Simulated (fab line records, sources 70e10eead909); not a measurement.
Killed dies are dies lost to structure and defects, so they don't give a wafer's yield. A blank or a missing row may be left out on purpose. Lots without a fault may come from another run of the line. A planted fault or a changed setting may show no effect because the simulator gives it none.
One fault seen from 2 desks | flow nand_harc | each desk has only its own numbers; what lay behind them comes last

THE TOOL OWNER'S DESK: pecvd-03
The tool's own readings at NHARC_A_DECK1_JOINT_DEP_16 (deposits SiO2, target thk 45 nm): means of the sampled wafers that have a number, for each lot that ran on this tool. A lot is out of limits, marked OUT, if its mean lies more than 4 standard deviations from the usual mean; the brackets give that distance.
Columns: A = heater_power_w at NHARC_A_DECK1_JOINT_DEP_16, usual 597 W; B = throttle_valve_pct at NHARC_A_DECK1_JOINT_DEP_16, usual 16.0 %
lot  | first seen here | A   | B
L439 | day 14 00:13    | 579 | 15.8
L442 | day 14 17:53    | 573 | 15.6
L441 | day 14 23:29    | 567 | 15.7
L443 | day 15 19:52    | 580 | 15.8
L446 | day 17 13:56    | 666 | 15.7
L450 | day 18 13:17    | 733 | 15.5
L452 | day 19 02:56    | 684 | 15.4
L451 | day 19 03:07    | 656 | 15.9
This desk's finding: nothing out of limits on any of the 8 lots.

THE METROLOGY DESK
What the gauges read, lot by lot, whatever tool the lot ran on: means of the sampled wafers that have a number. A lot is out of limits, marked OUT, if its mean lies more than 4 standard deviations from the usual mean; the brackets give that distance.
Columns: A = thk_nm at NHARC_A_DECK1_JOINT_THK_MEAS_17, usual 45.1 nm; B = thk_nm at NHARC_A_ONON_D2_THK_MEAS_24, usual 998 nm
lot  | first seen here | A               | B
L435 | day 12 15:29    | 45.2            | 1002
L436 | day 12 20:19    | 45.5            | 1004
L439 | day 14 00:31    | 45.0            | 975
L442 | day 14 18:09    | 44.3            | 998
L441 | day 14 23:42    | 46.7            | 985
L443 | day 15 20:05    | 44.7            | 1012
L447 | day 17 13:05    | 45.3            | 1006
L446 | day 17 14:13    | 46.1            | 996
L448 | day 18 00:19    | 45.4            | 1007
L450 | day 18 13:32    | 40.8            | 988
L452 | day 19 03:13    | 40.7            | 1009
L451 | day 19 03:23    | 38.7 (-5.0) OUT | 1007
L458 | day 22 04:16    | 46.7            | 1006
This desk's finding: out of limits on L451; first on L451, day 19 03:23 (thk_nm at NHARC_A_DECK1_JOINT_THK_MEAS_17). In limits: L435, L436, L439, L442, L441, L443, L447, L446, L448, L450, L452, L458.

PUT TOGETHER
The metrology desk could have raised an alarm at day 19 03:23, on L451.
The tool owner's desk saw nothing out of limits.
The tool owner's desk has L451 on record, within its limits.
Of the lots named, all ran NHARC_A_DECK1_JOINT_DEP_16 on pecvd-03.

WHAT THE SIMULATOR HAD PUT IN
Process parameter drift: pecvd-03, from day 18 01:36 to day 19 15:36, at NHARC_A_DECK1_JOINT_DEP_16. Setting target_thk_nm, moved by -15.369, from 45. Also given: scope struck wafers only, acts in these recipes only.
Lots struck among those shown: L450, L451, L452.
Hours from the fault's start to each desk's first reading out of limits: the metrology desk, 26.
